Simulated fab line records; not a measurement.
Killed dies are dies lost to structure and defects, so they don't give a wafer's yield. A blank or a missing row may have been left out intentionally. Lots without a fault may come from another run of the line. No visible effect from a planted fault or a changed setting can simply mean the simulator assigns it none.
fab line records -- flow nand-harc
record lots=14, wafers=42, last-day=24
route steps=1159 shown P_BONDPAD@379 A_SOURCE_PLATE@415 END@1159
lots untouched by any fault: they come from a run of this same line in which no faults occurred
start-h: hours from the record's opening day to when the first of the lot's shown wafers began -- wait-h: time in hours since the lot's previous step -- " repeats the value in the row above -- L1.1+2: several wafers, shown together as one row -- - no value, or no start given -- * or withheld: withheld -- < > ~ a bound
route shown NAME@n: a module of which the file shows steps, and the number in the route of the first -- usual: mean/standard deviation of fault-free wafers -- same: alike in all rows -- chamber/n: place in a boat -- sites: each site's reading -- _std_site: their standard deviation -- _edge_site: mean of outer sites minus mean of inner sites -- radius-mm: how far each site lies from the wafer's centre -- mask NAME#n: copy n -- behind: the tool/chamber that last shaped the wafer -- hold: the reason the lot was held/the length of the hold in hours/how it ended -- device: whichever transistor did not switch (one of n, p or np) -- end of line: the route-end tests of the same wafers -- where a step has no rows: the recipe by itself -- killed: the dies lost at the first sort to structure and to defects; this is not the yield of the wafer -- map: a wafer's dies, marking killed ones x, the rest . and places with no die _
set.NAME: the run value of the setting; set.NAME@STEP: its run value at that earlier step -- model.NAME: the simulator's own value behind a step, which no gauge read
the route's steps for a sample of lots (tables are steps, rows are wafers)
services: from which hour (start-h, from the record's first day; less than 0 if before it) a tool's chamber was out of use, for how many hours, and why
## steps
# step NHARC_P_BONDPAD_ANNEAL_28
# recipe temp-c=225, time-s=90
# usual wafer_temp_C_max=225.81/0.3
# same time-s=90
lot.wafer,tool,chamber,start-h,wait-h,wafer_temp_C_max
L150.4,rtp-anneal-01,0,147.65,-,226.16
L150.5,rtp-anneal-01,0,147.65,-,226.93
L150.6,rtp-anneal-01,0,147.65,-,225.95
L149.1,rtp-anneal-02,0,148.43,-,225.73
L149.3,rtp-anneal-02,0,148.43,-,225.71
L149.6,rtp-anneal-02,0,148.43,-,225.45
L152.1,rtp-anneal-02,0,150.16,0.4,225.25
L152.5,rtp-anneal-02,0,150.16,0.4,225.52
L152.6,rtp-anneal-02,0,150.16,0.4,225.40
L151.1,rtp-anneal-02,0,153.74,-,225.48
L151.4,rtp-anneal-02,0,153.74,-,225.89
L151.6,rtp-anneal-02,0,153.74,-,225.60
L153.1,rtp-anneal-02,0,162.04,-,225.50
L153.2,rtp-anneal-02,0,162.04,-,225.98
L153.6,rtp-anneal-02,0,162.04,-,225.68
L154.1,rtp-anneal-02,0,168.67,0.3,225.64
L154.3,rtp-anneal-02,0,168.67,0.3,225.38
L154.5,rtp-anneal-02,0,168.67,0.3,225.64
L156.1,rtp-anneal-02,0,178.56,-,225.92
L156.4,rtp-anneal-02,0,178.56,-,225.53
L156.6,rtp-anneal-02,0,178.56,-,225.65
L160.1,rtp-anneal-01,0,210.18,0.3,226.27
L160.2,rtp-anneal-01,0,210.18,0.3,225.83
L160.5,rtp-anneal-01,0,210.18,0.3,226.09
L167.2,rtp-anneal-01,0,242.25,-,226.33
L167.3,rtp-anneal-01,0,242.25,-,226.59
L167.4,rtp-anneal-01,0,242.25,-,225.94
L166.3,rtp-anneal-02,0,243.11,0.3,225.58
L166.4,rtp-anneal-02,0,243.11,0.3,225.78
L166.6,rtp-anneal-02,0,243.11,0.3,225.77
L169.1,rtp-anneal-02,0,253.91,0.3,225.54
L169.3,rtp-anneal-02,0,253.91,0.3,225.56
L169.6,rtp-anneal-02,0,253.91,0.3,225.80
L168.1,rtp-anneal-01,0,255.06,-,226.08
L168.2,rtp-anneal-01,0,255.06,-,226.44
L168.5,rtp-anneal-01,0,255.06,-,226.00
L170.1,rtp-anneal-02,0,272.12,0.3,225.79
L170.2,rtp-anneal-02,0,272.12,0.3,225.49
L170.6,rtp-anneal-02,0,272.12,0.3,225.73
L171.3,rtp-anneal-02,0,272.75,-,225.75
L171.4,rtp-anneal-02,0,272.75,-,225.46
L171.6,rtp-anneal-02,0,272.75,-,225.83
# step NHARC_P_BONDPAD_THK_MEAS_20
# recipe thk-meas-gauge=xrf
# usual thk-nm=160.6/1.5
lot.wafer,tool,chamber,start-h,wait-h,thk-nm
L150.4,film-metro-01,-,148.19,-,162.2
L150.5,film-metro-01,-,148.19,-,162.2
L150.6,film-metro-01,-,148.19,-,159.0
L149.1,film-metro-01,-,149.11,-,157.3
L149.3,film-metro-01,-,149.11,-,159.9
L149.6,film-metro-01,-,149.11,-,160.4
L152.1,film-metro-02,-,150.85,-,159.2
L152.5,film-metro-02,-,150.85,-,159.8
L152.6,film-metro-02,-,150.85,-,162.0
L151.1,film-metro-02,-,154.41,-,161.9
L151.4,film-metro-02,-,154.41,-,161.0
L151.6,film-metro-02,-,154.41,-,159.1
L153.1,film-metro-01,-,162.78,-,163.3
L153.2,film-metro-01,-,162.78,-,158.1
L153.6,film-metro-01,-,162.78,-,160.6
L154.1,film-metro-01,-,169.34,-,160.5
L154.3,film-metro-01,-,169.34,-,161.3
L154.5,film-metro-01,-,169.34,-,160.4
L156.1,film-metro-01,-,179.23,-,158.5
L156.4,film-metro-01,-,179.23,-,161.2
L156.6,film-metro-01,-,179.23,-,163.0
L160.1,film-metro-01,-,210.85,-,161.0
L160.2,film-metro-01,-,210.85,-,158.1
L160.5,film-metro-01,-,210.85,-,161.7
L167.2,film-metro-01,-,242.87,-,160.9
L167.3,film-metro-01,-,242.87,-,160.2
L167.4,film-metro-01,-,242.87,-,161.3
L166.3,film-metro-02,-,243.68,-,159.3
L166.4,film-metro-02,-,243.68,-,159.8
L166.6,film-metro-02,-,243.68,-,159.5
L169.1,film-metro-01,-,254.57,-,162.4
L169.3,film-metro-01,-,254.57,-,163.3
L169.6,film-metro-01,-,254.57,-,163.1
L168.1,film-metro-02,-,255.72,-,160.0
L168.2,film-metro-02,-,255.72,-,160.6
L168.5,film-metro-02,-,255.72,-,162.4
L170.1,film-metro-02,-,272.78,-,160.1
L170.2,film-metro-02,-,272.78,-,161.3
L170.6,film-metro-02,-,272.78,-,160.6
L171.3,film-metro-02,-,273.31,-,160.0
L171.4,film-metro-02,-,273.31,-,161.7
L171.6,film-metro-02,-,273.31,-,160.8
# step NHARC_A_SOURCE_PLATE_OXIDE_02
# recipe target-thk-a=100, temp-c=900, ox-time-s=1362, material=SiO2
# usual spike-tc-centre-C=901.6/1.4
lot.wafer,tool,chamber,start-h,wait-h,spike-tc-centre-C
L149.1,furnace-05,0,155.06,-,900.2
L149.3,furnace-05,0,155.06,-,899.3
L149.6,furnace-05,0,155.06,-,899.4
L150.4,furnace-05,0,155.06,-,901.6
L150.5,furnace-05,0,155.06,-,900.2
L150.6,furnace-05,0,155.06,-,900.7
L152.1,furnace-05,0,155.06,-,900.5
L152.5,furnace-05,0,155.06,-,899.8
L152.6,furnace-05,0,155.06,-,900.8
L151.1,furnace-02,0,160.78,-,901.2
L151.4,furnace-02,0,160.78,-,902.1
L151.6,furnace-02,0,160.78,-,902.5
L153.1,furnace-08,0,169.77,-,899.7
L153.2,furnace-08,0,169.77,-,902.2
L153.6,furnace-08,0,169.77,-,901.0
L154.1,furnace-02,0,175.79,-,902.6
L154.3,furnace-02,0,175.79,-,903.1
L154.5,furnace-02,0,175.79,-,903.0
L156.1,furnace-02,0,183.09,-,904.1
L156.4,furnace-02,0,183.09,-,903.7
L156.6,furnace-02,0,183.09,-,902.7
L156.1,furnace-05,0,189.28,2.4,900.2
L156.4,furnace-05,0,189.28,2.4,900.5
L156.6,furnace-05,0,189.28,2.4,898.6
L160.1,furnace-02,0,215.32,-,901.8
L160.2,furnace-02,0,215.32,-,901.7
L160.5,furnace-02,0,215.32,-,899.9
L160.1,furnace-08,0,219.38,0.3,900.1
L160.2,furnace-08,0,219.38,0.3,902.2
L160.5,furnace-08,0,219.38,0.3,900.0
L166.3,furnace-02,0,249.38,-,903.1
L166.4,furnace-02,0,249.38,-,902.5
L166.6,furnace-02,0,249.38,-,903.8
L167.2,furnace-02,0,249.38,-,902.3
L167.3,furnace-02,0,249.38,-,902.2
L167.4,furnace-02,0,249.38,-,902.0
L168.1,furnace-02,0,260.95,-,902.7
L168.2,furnace-02,0,260.95,-,902.1
L168.5,furnace-02,0,260.95,-,902.9
L169.1,furnace-02,0,260.95,-,902.6
L169.3,furnace-02,0,260.95,-,903.1
L169.6,furnace-02,0,260.95,-,902.8
L170.1,furnace-08,0,278.91,-,900.2
L170.2,furnace-08,0,278.91,-,901.5
L170.6,furnace-08,0,278.91,-,902.0
L171.3,furnace-08,0,278.91,-,899.1
L171.4,furnace-08,0,278.91,-,899.6
L171.6,furnace-08,0,278.91,-,899.8
# step NHARC_A_SOURCE_PLATE_THK_MEAS_09
# recipe thk-meas-gauge=ellipsometry
# usual thk-nm=9.5/1
lot.wafer,tool,chamber,start-h,wait-h,thk-nm
L149.1,film-metro-02,-,159.12,0.4,9.6
L149.3,film-metro-02,-,159.12,0.4,9.0
L149.6,film-metro-02,-,159.12,0.4,8.7
L150.4,film-metro-01,-,159.12,0.4,10.0
L150.5,film-metro-01,-,159.12,0.4,10.9
L150.6,film-metro-01,-,159.12,0.4,10.5
L152.1,film-metro-01,-,159.12,0.4,9.2
L152.5,film-metro-01,-,159.12,0.4,9.3
L152.6,film-metro-01,-,159.12,0.4,9.2
L151.1,film-metro-02,-,164.84,0.4,10.2
L151.4,film-metro-02,-,164.84,0.4,9.8
L151.6,film-metro-02,-,164.84,0.4,9.5
L153.1,film-metro-02,-,173.80,0.4,10.6
L153.2,film-metro-02,-,173.80,0.4,10.0
L153.6,film-metro-02,-,173.80,0.4,10.5
L154.1,film-metro-01,-,179.89,0.4,10.3
L154.3,film-metro-01,-,179.89,0.4,8.5
L154.5,film-metro-01,-,179.89,0.4,9.5
L156.1,film-metro-02,-,193.75,0.7,15.6
L156.4,film-metro-02,-,193.75,0.7,14.8
L156.6,film-metro-02,-,193.75,0.7,14.7
L160.1,film-metro-02,-,223.79,0.7,14.9
L160.2,film-metro-02,-,223.79,0.7,16.0
L160.5,film-metro-02,-,223.79,0.7,15.0
L167.2,film-metro-02,-,253.45,0.4,11.2
L167.3,film-metro-02,-,253.45,0.4,9.1
L167.4,film-metro-02,-,253.45,0.4,9.9
L166.3,film-metro-01,-,253.45,0.4,7.4
L166.4,film-metro-01,-,253.45,0.4,9.7
L166.6,film-metro-01,-,253.45,0.4,9.4
L169.1,film-metro-02,-,264.98,0.4,12.2
L169.3,film-metro-02,-,264.98,0.4,9.7
L169.6,film-metro-02,-,264.98,0.4,11.3
L168.1,film-metro-01,-,264.98,0.4,9.5
L168.2,film-metro-01,-,264.98,0.4,8.3
L168.5,film-metro-01,-,264.98,0.4,9.2
L170.1,film-metro-02,-,282.95,0.4,9.1
L170.2,film-metro-02,-,282.95,0.4,9.1
L170.6,film-metro-02,-,282.95,0.4,9.4
L171.3,film-metro-02,-,282.96,0.4,8.9
L171.4,film-metro-02,-,282.96,0.4,10.4
L171.6,film-metro-02,-,282.96,0.4,11.1
# step NHARC_A_SOURCE_PLATE_INSPECT_08
# usual raw-defect-count=60/19
lot.wafer,tool,chamber,start-h,wait-h,raw-defect-count
L150.4,defect-inspect-01,-,172.54,0.0,60
L150.5,defect-inspect-01,-,172.54,0.0,37
L150.6,defect-inspect-01,-,172.54,0.0,51
L152.1,defect-inspect-02,-,172.55,0.0,46
L152.5,defect-inspect-02,-,172.55,0.0,36
L152.6,defect-inspect-02,-,172.55,0.0,53
L149.1,defect-inspect-01,-,172.58,0.0,64
L149.3,defect-inspect-01,-,172.58,0.0,84
L149.6,defect-inspect-01,-,172.58,0.0,54
L151.1,defect-inspect-02,-,178.50,0.0,27
L151.4,defect-inspect-02,-,178.50,0.0,47
L151.6,defect-inspect-02,-,178.50,0.0,69
L153.1,defect-inspect-01,-,187.55,0.0,59
L153.2,defect-inspect-01,-,187.55,0.0,22
L153.6,defect-inspect-01,-,187.55,0.0,56
L154.1,defect-inspect-02,-,193.61,0.0,43
L154.3,defect-inspect-02,-,193.61,0.0,60
L154.5,defect-inspect-02,-,193.61,0.0,30
L156.1,defect-inspect-01,-,204.72,0.0,60
L156.4,defect-inspect-01,-,204.72,0.0,75
L156.6,defect-inspect-01,-,204.72,0.0,60
L160.1,defect-inspect-02,-,235.93,0.0,103
L160.2,defect-inspect-02,-,235.93,0.0,72
L160.5,defect-inspect-02,-,235.93,0.0,37
L167.2,defect-inspect-02,-,266.32,0.0,48
L167.3,defect-inspect-02,-,266.32,0.0,55
L167.4,defect-inspect-02,-,266.32,0.0,36
L166.3,defect-inspect-01,-,266.33,0.0,60
L166.4,defect-inspect-01,-,266.33,0.0,68
L166.6,defect-inspect-01,-,266.33,0.0,53
L168.1,defect-inspect-02,-,278.24,0.0,54
L168.2,defect-inspect-02,-,278.24,0.0,67
L168.5,defect-inspect-02,-,278.24,0.0,98
L169.1,defect-inspect-01,-,278.25,0.0,108
L169.3,defect-inspect-01,-,278.25,0.0,45
L169.6,defect-inspect-01,-,278.25,0.0,40
L171.3,defect-inspect-02,-,296.11,0.0,39
L171.4,defect-inspect-02,-,296.11,0.0,33
L171.6,defect-inspect-02,-,296.11,0.0,29
L170.1,defect-inspect-01,-,296.17,0.0,41
L170.2,defect-inspect-01,-,296.17,0.0,65
L170.6,defect-inspect-01,-,296.17,0.0,83
# step NHARC_END_SORT_01
# recipe temp-c=25
# usual killed-at-array=28/10, killed-at-other=0.6/1.1, killed-at-periphery=3.6/2.6, killed-dies=32/10, killed-open=3.3/1.8, killed-short=1.9/1.4
# same gross-dies=677
lot.wafer,tool,chamber,start-h,wait-h,killed-at-array,killed-at-other,killed-at-periphery,killed-dies,killed-open,killed-short
L156.1,prober-02,0,477.52,2.5,33,6,7,46,6,0
L156.4,prober-02,0,479.88,3.3,35,6,1,42,3,2
L156.6,prober-02,0,481.45,3.9,23,1,4,28,0,1
L154.1,prober-02,0,505.27,2.5,37,0,0,37,2,3
L154.3,prober-02,0,506.85,3.1,41,0,1,42,3,1
L154.5,prober-02,0,508.43,3.7,38,1,1,40,1,3
L166.3,prober-02,0,557.22,3.1,19,0,6,25,5,1
L166.4,prober-02,0,558.03,3.4,21,0,5,26,2,2
L166.6,prober-02,0,559.64,4.0,16,0,0,16,0,0
L171.3,prober-01,0,579.27,3.1,20,0,4,24,6,4
L171.4,prober-01,0,580.07,3.4,17,0,3,20,3,1
L171.6,prober-01,0,581.66,4.0,17,1,5,23,3,2
# killed by level:class
L156.1 A_STAIRCASE:chamber-film-flake=8 A_SLIT:chamber-film-flake=8 THIN_TSV:chamber-film-flake=6 A_CHANNEL_HOLE_D1:chamber-film-flake=6 P_GATE:chamber-film-flake=4 A_CONTACT:chamber-film-flake=4 A_ONON_D1:geometric-particle:open=2 A_WL_FILL:chamber-film-flake=2
L156.4 A_SLIT:chamber-film-flake=11 A_CHANNEL_HOLE_D1:chamber-film-flake=9 A_STAIRCASE:chamber-film-flake=6 THIN_TSV:chamber-film-flake=6 A_WL_FILL:chamber-film-flake=2 A_CONTACT:chamber-film-flake=2 A_ONON_D1:geometric-particle:open=1 A_CHANNEL_FILL_D1:geometric-particle:open=1
L156.6 A_SLIT:chamber-film-flake=10 A_STAIRCASE:chamber-film-flake=8 P_GATE:chamber-film-flake=4 A_CHANNEL_HOLE_D1:chamber-film-flake=3 A_CONTACT:geometric-particle:short=1 A_CONTACT:chamber-film-flake=1 THIN_TSV:chamber-film-flake=1
L154.1 A_CHANNEL_HOLE_D1:chamber-film-flake=20 A_SLIT:chamber-film-flake=7 A_CONTACT:chamber-film-flake=4 A_SGD_CUT:geometric-particle:short=2 A_SOURCE_PLATE:geometric-particle:short=1 A_CONTACT:geometric-particle:open=1 A_BLC:geometric-particle:open=1 A_WL_FILL:chamber-film-flake=1
L154.3 A_CHANNEL_HOLE_D1:chamber-film-flake=17 A_SLIT:chamber-film-flake=11 A_CONTACT:chamber-film-flake=5 A_WL_FILL:chamber-film-flake=3 P_CONTACT:geometric-particle:open=1 A_CHANNEL_FILL_D1:geometric-particle:open=1 A_WL_FILL:geometric-particle:open=1 A_CONTACT:geometric-particle:short=1
L154.5 A_CHANNEL_HOLE_D1:chamber-film-flake=15 A_SLIT:chamber-film-flake=13 A_WL_FILL:chamber-film-flake=4 A_CONTACT:chamber-film-flake=2 P_M0:geometric-particle:short=1 A_ONON_D1:geometric-particle:short=1 A_STAIRCASE:geometric-particle:open=1 A_CONTACT:geometric-particle:short=1
L166.3 A_CONTACT:chamber-film-flake=8 A_CHANNEL_HOLE_D1:chamber-film-flake=6 P_M0:geometric-particle:open=2 A_SLIT:chamber-film-flake=2 P_GATE:geometric-particle:open=1 A_CHANNEL_FILL_D1:geometric-particle:open=1 A_SGD_CUT:geometric-particle:short=1 A_CONTACT:geometric-particle:open=1
L166.4 A_CHANNEL_HOLE_D1:chamber-film-flake=9 A_CONTACT:chamber-film-flake=9 A_STAIRCASE:chamber-film-flake=2 P_CONTACT:geometric-particle:open=1 P_M1:geometric-particle:open=1 P_M1:geometric-particle:short=1 P_M2:geometric-particle:short=1 P_GATE:chamber-film-flake=1
L166.6 A_CHANNEL_HOLE_D1:chamber-film-flake=6 A_CONTACT:chamber-film-flake=6 A_STAIRCASE:chamber-film-flake=2 A_CHANNEL_FILL_D1:chamber-film-flake=1 A_M0:chamber-film-flake=1
L171.3 A_CHANNEL_HOLE_D1:chamber-film-flake=8 A_WL_FILL:geometric-particle:open=2 A_CONTACT:geometric-particle:open=2 A_CONTACT:geometric-particle:short=2 P_GATE:chamber-film-flake=2 A_CONTACT:chamber-film-flake=2 P_M0:geometric-particle:open=1 A_WL_FILL:geometric-particle:short=1
L171.4 A_CHANNEL_HOLE_D1:chamber-film-flake=11 A_ONON_D1:geometric-particle:short=1 A_STAIRCASE:geometric-particle:open=1 A_CONTACT:geometric-particle:open=1 A_M1:geometric-particle:open=1 P_ZERO_WELL:chamber-film-flake=1 P_STI:chamber-film-flake=1 P_GATE:chamber-film-flake=1
L171.6 A_CHANNEL_HOLE_D1:chamber-film-flake=8 P_GATE:chamber-film-flake=4 A_CONTACT:chamber-film-flake=3 A_ONON_D1:geometric-particle:open=1 A_CHANNEL_FILL_D1:geometric-particle:short=1 A_SLIT:geometric-particle:open=1 A_WL_FILL:geometric-particle:short=1 STARTING-WAFER:geometric-particle:open=1
## services
tool,chamber,start-h,hours,kind
furnace-02,-,195.56,8.0,repair
## key
first-sign step=NHARC_A_SOURCE_PLATE_OXIDE_02, reading=visit, direction=added
effect step=NHARC_A_SOURCE_PLATE_THK_MEAS_09, reading=thk-nm, direction=up, sigmas=5.7, usual=9.5, struck=15.2
met-at NHARC_A_SOURCE_PLATE_OXIDE_02
struck-lots L156,L160
tester-left-out L156,L160
not-acting-at NHARC_P_BONDPAD_ANNEAL_28,NHARC_P_BONDPAD_THK_MEAS_20,NHARC_A_SOURCE_PLATE_INSPECT_08
fault kind=repeated-step-whole, tool=furnace-02,furnace-05,furnace-08, chamber=-, onset-h=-, steps=NHARC_A_SOURCE_PLATE_OXIDE_02, times=1, scope=struck-lots-only
# tester-left-out: of these lots the tester's yield and bins aren't shown, on N5 and GAA mostly nor the transistor test; their killed dies are dies lost to structure and defects alone, not to doping, threshold or leakage, so they don't give the yield
